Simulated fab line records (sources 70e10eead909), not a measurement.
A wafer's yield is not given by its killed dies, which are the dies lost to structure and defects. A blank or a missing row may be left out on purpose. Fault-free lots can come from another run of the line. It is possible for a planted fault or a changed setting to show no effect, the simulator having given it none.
fab line records + flow nandHarc
[record]
- lots = 5
- wafers = 15
- lastDay = 33
route steps=1302 shown P_M2@332
lots with no fault: from the same line, run without faults
startH: start of the lot's first displayed wafer, in hours after the record's first day + waitH: hours since the lot's step before + " repeats the value in the row above + L1.1+2: a row that stands for several wafers + - either no value or no given start + * or withheld: withheld + < > ~ a bound
route shown NAME@n: names a module that has steps shown in the file, with the first one's number in the route + usual: the fault-free wafers' mean and standard deviation + same: alike in all rows + chamber/n: place in a boat + sites: readings site by site + _std_site: their standard deviation + _edge_site: outer sites' mean less inner sites' + radiusMm: for every site, how far away it sits from the centre of the wafer + mask NAME#n: copy n + behind: the most recent tool/chamber to have shaped the wafer + hold: cause of the lot's hold/its duration in hours/its outcome + device: names the non-switching transistor (n, p or np) + end of line: tests of these same wafers at the route's end + a step without rows: its recipe alone + killed: the dies lost at the first sort to structure and to defects; this is not the yield of the wafer + map: dies across one wafer; x = killed, . = not, _ = none there
set.NAME: the setting that was run; set.NAME@STEP: the one run at that earlier step + model.NAME: the simulator's own value behind a step, which no gauge read
lots at selected steps of the route; one table per step, one row per wafer
services: the hour from which a tool's chamber was out of use, counted from the record's first day as startH (under 0 if before that day), plus the number of hours and why
[[steps]]
[step NHARC_P_M2_ETCH_35]
[recipe]
- targetDepthA = 400
- overetchA = 120
- timeS = 43.94
- ionEnergyEv = 200
- n2FlowSccm = 150
- h2FlowSccm = 150
- arFlowSccm = 0
- rfW = 400
- biasW = 150
- chemistry = N2/H2
[step NHARC_P_M2_ETCH_15]
[recipe]
- targetDepthA = 1825
- timeS = 91.2
- c4f8FlowSccm = withheld
- arFlowSccm = 400
- rfW = 600
- biasW = 300
- chemistry = C4F8/Ar
[step NHARC_P_M2_CD_MEAS_16]
[usual]
- cdNm = 169.8/0.61
| lot.wafer | tool     | chamber | startH | waitH | cdNm  |
|-----------|----------|---------|--------|-------|-------|
| L448.2    | cdSem-01 | -       | 277.42 | -     | 170.1 |
| L448.3    | "        | -       | "      | "     | 169.2 |
| L448.4    | "        | -       | "      | "     | 169.7 |
| L449.2    | cdSem-01 | -       | 279.30 | -     | 169.3 |
| L449.3    | "        | -       | "      | "     | 170.6 |
| L449.4    | "        | -       | "      | "     | 169.9 |
| L451.1    | cdSem-01 | -       | 292.30 | -     | 169.4 |
| L451.3    | "        | -       | "      | "     | 169.2 |
| L451.5    | "        | -       | "      | "     | 169.9 |
| L456.4    | cdSem-03 | -       | 335.77 | -     | 170.0 |
| L456.5    | "        | -       | "      | "     | 169.4 |
| L456.6    | "        | -       | "      | "     | 170.1 |
| L457.3    | cdSem-01 | -       | 348.69 | -     | 170.5 |
| L457.4    | "        | -       | "      | "     | 169.5 |
| L457.6    | "        | -       | "      | "     | 169.8 |
[step NHARC_P_M2_STRIP_18]
[recipe]
- powerW = 1000
- n2FlowSccm = 150
- h2FlowSccm = 150
- arFlowSccm = 0
- biasW = 0
- chemistry = N2/H2
[usual]
- drypumpMotorCurrentA = 5.7/0.33
- oesProductAu = 1.000/0.0079
- rfVppV = 90.7/0.94
- showerheadPlenumPTorr = 2.07/0.079
- throttleValvePct = 14.170/0.0084
| lot.wafer | tool       | chamber | startH | waitH | drypumpMotorCurrentA | oesProductAu | rfHoursCounterH | rfVppV | showerheadPlenumPTorr | throttleValvePct |
|-----------|------------|---------|--------|-------|----------------------|--------------|-----------------|--------|-----------------------|------------------|
| L448.3    | rieDiel-10 | 0       | 277.49 | 0.1   | 5.5                  | 0.995        | 1               | 87.8   | 2.07                  | 14.175           |
| L448.4    | "          | 1       | "      | "     | 6.1                  | 0.999        | 1               | 91.2   | 1.97                  | 14.178           |
| L448.2    | "          | 3       | "      | "     | 5.6                  | 0.995        | 1               | 90.4   | 2.10                  | 14.177           |
| L449.3    | rieDiel-13 | 2       | 279.37 | 0.1   | 5.0                  | 1.011        | 7               | 89.4   | 2.13                  | 14.180           |
| L449.2    | "          | 0       | "      | "     | 6.1                  | 1.007        | 7               | 91.5   | 2.06                  | 14.166           |
| L449.4    | "          | 1       | "      | "     | 5.4                  | 0.997        | 6               | 91.6   | 2.19                  | 14.170           |
| L451.1    | rieDiel-12 | 0       | 292.38 | 0.1   | 5.4                  | 1.005        | 0               | 89.5   | 2.00                  | 14.160           |
| L451.3    | "          | 2       | "      | "     | 5.5                  | 1.009        | 0               | 89.9   | 1.90                  | 14.165           |
| L451.5    | "          | 2       | "      | "     | 5.5                  | 1.010        | -               | 87.9   | 1.90                  | 14.169           |
| L456.4    | rieDiel-13 | 1       | 335.92 | 0.1   | 5.5                  | 0.991        | 10              | 92.0   | 2.19                  | 14.167           |
| L456.5    | "          | 2       | "      | "     | 5.1                  | 0.997        | -               | 90.5   | 2.13                  | 14.168           |
| L456.6    | "          | 3       | "      | "     | 5.9                  | 0.993        | -               | 90.5   | 2.12                  | 14.182           |
| L457.3    | rieDiel-10 | 3       | 348.79 | 0.1   | 5.6                  | 0.993        | 6               | 91.0   | 2.10                  | 14.157           |
| L457.4    | "          | 1       | "      | "     | 6.1                  | 0.991        | -               | 91.1   | 1.97                  | 14.174           |
| L457.6    | "          | 3       | "      | "     | 5.6                  | 0.998        | -               | 90.6   | 2.10                  | 14.186           |
[step NHARC_P_M2_ETCH_28]
[recipe]
- targetDepthA = 300
- overEtchFrac = 0.3
- timeS = 72.99
- ionEnergyEv = 150
- cf4FlowSccm = 50
- n2FlowSccm = 100
- arFlowSccm = 150
- rfW = 300
- biasW = 100
- chemistry = CF4/N2
[step NHARC_P_M2_STRIP_19]
[recipe]
- timeS = 600
- tempC = 30
- chemistry = postEtchResidueRemover
[step NHARC_P_M2_DEGAS_29]
[recipe]
- tempC = 250
- timeS = 60
[usual]
- heaterPowerW = 362/26
| lot.wafer | tool          | chamber | startH | waitH | heaterPowerW |
|-----------|---------------|---------|--------|-------|--------------|
| L448.3    | pvdSputter-03 | -       | 278.13 | -     | 351          |
| L448.4    | "             | -       | "      | "     | 378          |
| L448.2    | "             | -       | "      | "     | 363          |
| L449.4    | pvdSputter-03 | -       | 280.01 | -     | 363          |
| L449.2    | "             | -       | "      | "     | 374          |
| L449.3    | "             | -       | "      | "     | 371          |
| L451.1    | pvdSputter-03 | -       | 293.09 | -     | 371          |
| L451.3    | "             | -       | "      | "     | 361          |
| L451.5    | "             | -       | "      | "     | 373          |
| L456.4    | pvdSputter-01 | -       | 336.48 | -     | 407          |
| L456.6    | "             | -       | "      | "     | 395          |
| L456.5    | "             | -       | "      | "     | 320          |
| L457.3    | pvdSputter-02 | -       | 349.91 | -     | 327          |
| L457.4    | "             | -       | "      | "     | 339          |
| L457.6    | "             | -       | "      | "     | 314          |
[step NHARC_P_M2_PRE_CLEAN_30]
[recipe]
- timeS = 30
- tempC = 280
- gas = H2/He
[usual]
- heaterPowerW = 443/31
| lot.wafer | tool          | chamber | startH | waitH | heaterPowerW |
|-----------|---------------|---------|--------|-------|--------------|
| L448.3    | pvdSputter-03 | -       | -      | -     | 445          |
| L448.4    | "             | -       | "      | "     | 456          |
| L448.2    | "             | -       | "      | "     | 449          |
| L449.2    | pvdSputter-03 | -       | -      | -     | 444          |
| L449.3    | "             | -       | "      | "     | 457          |
| L449.4    | "             | -       | "      | "     | 455          |
| L451.1    | pvdSputter-03 | -       | -      | -     | 450          |
| L451.3    | "             | -       | "      | "     | 449          |
| L451.5    | "             | -       | "      | "     | 446          |
| L456.4    | pvdSputter-01 | -       | -      | -     | 383          |
| L456.6    | "             | -       | "      | "     | 467          |
| L456.5    | "             | -       | "      | "     | 416          |
| L457.3    | pvdSputter-02 | -       | -      | -     | 413          |
| L457.4    | "             | -       | "      | "     | 459          |
| L457.6    | "             | -       | "      | "     | 390          |
[step NHARC_P_M2_PVD_20]
[recipe]
- targetThkA = 50
- biasV = 168.6
- powerW = 15000
- chamberPressurePa = 0.12
- timeS = 8.06
- substrateTempC = 50
- material = TaN
[usual]
- biasV = 168.5/1.7
- throttleValvePct = 30.1/1.2
| lot.wafer | tool          | chamber | startH | waitH | biasV | throttleValvePct |
|-----------|---------------|---------|--------|-------|-------|------------------|
| L448.3    | pvdSputter-03 | -       | -      | -     | 167.0 | 29.5             |
| L448.2    | "             | -       | "      | "     | 171.2 | 30.5             |
| L448.4    | "             | -       | "      | "     | 170.5 | 28.9             |
| L449.4    | pvdSputter-03 | -       | -      | -     | 170.0 | 29.4             |
| L449.3    | "             | -       | "      | "     | 168.8 | 30.4             |
| L449.2    | "             | -       | "      | "     | 168.9 | 28.9             |
| L451.1    | pvdSputter-03 | -       | -      | -     | 167.5 | 28.8             |
| L451.3    | "             | -       | "      | "     | 172.1 | 29.4             |
| L451.5    | "             | -       | "      | "     | 168.1 | 29.2             |
| L456.4    | pvdSputter-01 | -       | -      | -     | 169.3 | 29.3             |
| L456.6    | "             | -       | "      | "     | 168.6 | 29.2             |
| L456.5    | "             | -       | "      | "     | 172.0 | 30.9             |
| L457.3    | pvdSputter-02 | -       | -      | -     | 169.1 | 32.1             |
| L457.4    | "             | -       | "      | "     | 168.9 | 30.2             |
| L457.6    | "             | -       | "      | "     | 168.6 | 32.0             |
[step NHARC_P_M2_PVD_21]
[recipe]
- targetThkA = 300
- chamberPressurePa = 5
- powerW = 5000
- substrateTempC = 30
- timeS = 20.49
- material = Cu
[step NHARC_P_M2_ECD_22]
[recipe]
- targetThkA = 4000
- bathTempC = 25
- material = Cu
[step NHARC_P_M2_ANNEAL_31]
[recipe]
- tempC = 225
- timeS = 90
[step NHARC_P_M2_CMP_23]
[recipe]
- tOverpolishS = 20
- targetThkNm = 144.3
[usual]
- edgeZonePressureFrac = 1.000/0.0046
- motorCurrentA = 11.7/0.98
- timeToEndpointS = 29.7/2.3
| lot.wafer | tool   | chamber | startH | waitH | edgeZonePressureFrac | motorCurrentA | timeToEndpointS |
|-----------|--------|---------|--------|-------|----------------------|---------------|-----------------|
| L448.2    | cmp-03 | 1       | 279.22 | -     | 0.996                | 11.2          | 37.3            |
| L448.4    | "      | 2       | "      | "     | 1.009                | 11.5          | 33.1            |
| L448.3    | "      | 0       | "      | "     | 1.004                | 12.6          | 30.4            |
| L449.3    | cmp-02 | 3       | 281.16 | -     | 1.002                | 13.3          | 30.9            |
| L449.4    | "      | 0       | "      | "     | 0.996                | 11.4          | 30.0            |
| L449.2    | "      | 1       | "      | "     | 1.006                | 11.4          | 26.2            |
| L451.3    | cmp-02 | 2       | 294.18 | -     | 0.999                | 10.9          | 29.1            |
| L451.1    | "      | 0       | "      | "     | 1.001                | 11.2          | 27.6            |
| L451.5    | "      | 1       | "      | "     | 0.995                | 12.4          | 28.7            |
| L456.4    | cmp-03 | 2       | 337.89 | -     | 1.004                | 10.7          | 34.7            |
| L456.6    | "      | 1       | "      | "     | 0.995                | 11.4          | 33.0            |
| L456.5    | "      | 2       | "      | "     | 1.005                | 11.5          | 34.4            |
| L457.4    | cmp-03 | 3       | 351.09 | -     | 0.994                | 10.5          | 29.1            |
| L457.3    | "      | 0       | "      | "     | 0.998                | 12.2          | 25.0            |
| L457.6    | "      | 3       | "      | "     | 0.999                | 11.1          | 26.3            |
[step NHARC_P_M2_THK_MEAS_24]
[recipe]
- thkMeasGauge = xrf
[usual]
- thkNm = 144.5/1.2
| lot.wafer | tool         | chamber | startH | waitH | thkNm |
|-----------|--------------|---------|--------|-------|-------|
| L448.2    | filmMetro-01 | -       | 279.53 | -     | 152.1 |
| L448.3    | "            | -       | "      | "     | 145.8 |
| L448.4    | "            | -       | "      | "     | 146.5 |
| L449.2    | filmMetro-01 | -       | 281.44 | -     | 145.0 |
| L449.3    | "            | -       | "      | "     | 144.9 |
| L449.4    | "            | -       | "      | "     | 143.3 |
| L451.1    | filmMetro-02 | -       | 294.47 | -     | 144.1 |
| L451.3    | "            | -       | "      | "     | 143.7 |
| L451.5    | "            | -       | "      | "     | 144.4 |
| L456.4    | filmMetro-01 | -       | 338.18 | -     | 143.5 |
| L456.5    | "            | -       | "      | "     | 144.7 |
| L456.6    | "            | -       | "      | "     | 143.5 |
| L457.3    | filmMetro-01 | -       | 351.38 | -     | 144.8 |
| L457.4    | "            | -       | "      | "     | 143.6 |
| L457.6    | "            | -       | "      | "     | 143.7 |
[step NHARC_P_M2_SRD_25]
[step NHARC_P_M2_INSPECT_27]
[usual]
- rawDefectCount = 314/100
| lot.wafer | tool             | chamber | startH | waitH | rawDefectCount |
|-----------|------------------|---------|--------|-------|----------------|
| L448.2    | defectInspect-02 | -       | 279.69 | 0.0   | 4562           |
| L448.3    | "                | -       | "      | "     | 375            |
| L448.4    | "                | -       | "      | "     | 252            |
| L449.2    | defectInspect-02 | -       | 281.60 | 0.0   | 709            |
| L449.3    | "                | -       | "      | "     | 272            |
| L449.4    | "                | -       | "      | "     | 409            |
| L451.1    | defectInspect-02 | -       | 294.63 | 0.0   | 212            |
| L451.3    | "                | -       | "      | "     | 292            |
| L451.5    | "                | -       | "      | "     | 243            |
| L456.4    | defectInspect-02 | -       | 338.34 | 0.0   | 406            |
| L456.5    | "                | -       | "      | "     | 329            |
| L456.6    | "                | -       | "      | "     | 308            |
| L457.3    | defectInspect-02 | -       | 351.54 | 0.0   | 274            |
| L457.4    | "                | -       | "      | "     | 191            |
| L457.6    | "                | -       | "      | "     | 195            |
[step NHARC_P_M2_PRE_CLEAN_32]
[recipe]
- timeS = 12
- tempC = 370
- rfPowerW = 300
- gas = NH3
[usual]
- heaterPowerW = 635/62
| lot.wafer | tool     | chamber | startH | waitH | heaterPowerW |
|-----------|----------|---------|--------|-------|--------------|
| L448.2    | pecvd-03 | 1       | 279.76 | 0.1   | 596          |
| L448.3    | "        | 2       | "      | "     | 704          |
| L448.4    | "        | 2       | "      | "     | 700          |
| L449.3    | pecvd-02 | 1       | 281.67 | 0.1   | 532          |
| L449.2    | "        | 0       | "      | "     | 650          |
| L449.4    | "        | 0       | "      | "     | 628          |
| L451.3    | pecvd-01 | 0       | 294.70 | 0.1   | 555          |
| L451.1    | "        | 1       | "      | "     | 755          |
| L451.5    | "        | 0       | "      | "     | 557          |
| L456.6    | pecvd-02 | 2       | 338.44 | 0.1   | 585          |
| L456.4    | "        | 0       | "      | "     | 697          |
| L456.5    | "        | 1       | "      | "     | 625          |
| L457.3    | pecvd-02 | 0       | 351.62 | 0.1   | 598          |
| L457.6    | "        | 0       | "      | "     | 586          |
| L457.4    | "        | 1       | "      | "     | 617          |
[[services]]
| tool          | chamber | startH | hours | kind                          |
|---------------|---------|--------|-------|-------------------------------|
| cmp-03        | -       | 260.00 | 4.0   | pm                            |
| pecvd-03      | 1       | 260.06 | 2.0   | repair                        |
| rieDiel-10    | -       | 261.09 | 1.0   | repair                        |
| cmp-03        | -       | 264.00 | -     | consumableReplace:conditioner |
| cmp-03        | -       | 264.00 | -     | consumableReplace:pad         |
| rieDiel-12    | -       | 268.56 | 9.0   | pm                            |
| pecvd-01      | 1       | 277.13 | 4.1   | repair                        |
| rieDiel-12    | 1       | 282.79 | 38.4  | repair                        |
| pecvd-01      | -       | 284.69 | 0.3   | repair                        |
| rieDiel-12    | 2       | 286.14 | 3.1   | repair                        |
| pvdSputter-02 | -       | 286.53 | 10.0  | pm                            |
| cmp-03        | -       | 287.13 | 1.1   | repair                        |
| cmp-02        | -       | 310.13 | 0.5   | repair                        |
| pecvd-01      | -       | 311.18 | 13.0  | pm                            |
| pvdSputter-03 | -       | 318.58 | 0.9   | repair                        |
| cmp-02        | -       | 324.33 | 2.4   | repair                        |
| cmp-02        | -       | 330.50 | 4.0   | pm                            |
| cmp-03        | -       | 333.09 | 2.1   | repair                        |
| rieDiel-12    | -       | 335.32 | 3.6   | repair                        |
| cmp-02        | -       | 339.13 | 1.5   | repair                        |
| rieDiel-13    | -       | 342.05 | 9.0   | pm                            |
| cmp-03        | -       | 344.50 | 5.7   | repair                        |
| rieDiel-10    | 2       | 346.46 | 3.2   | repair                        |
| pvdSputter-03 | -       | 348.00 | 10.0  | pm                            |
[[key]]
[firstSign]
- step = NHARC_P_M2_THK_MEAS_24
- reading = thkNm
- direction = up
- sigmas = 6.1
- usual = 144.5
- struck = 152.1
[effect]
- step = NHARC_P_M2_INSPECT_27
- reading = rawDefectCount
- direction = up
- sigmas = 41
- usual = 314
- struck = 4562
metAt NHARC_P_M2_CMP_23
struckWafers L448.2
laterRowsLeftOut L448.2
sortLeftOut L448.2
[fault]
- kind = processParameterDrift
- tool = cmp-03
- chamber = 1
- onsetH = 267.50
- steps = NHARC_P_M2_CMP_23
- channel = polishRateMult
- offset = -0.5
- shape = step
- endH = 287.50
// sortLeftOut: the simulated sort isn't trusted on such a fault, so these wafers' sort isn't shown, and their yield isn't known
// laterRowsLeftOut: the simulator's readings of these wafers behind a module that went badly wrong aren't trusted and aren't shown, but for the sort
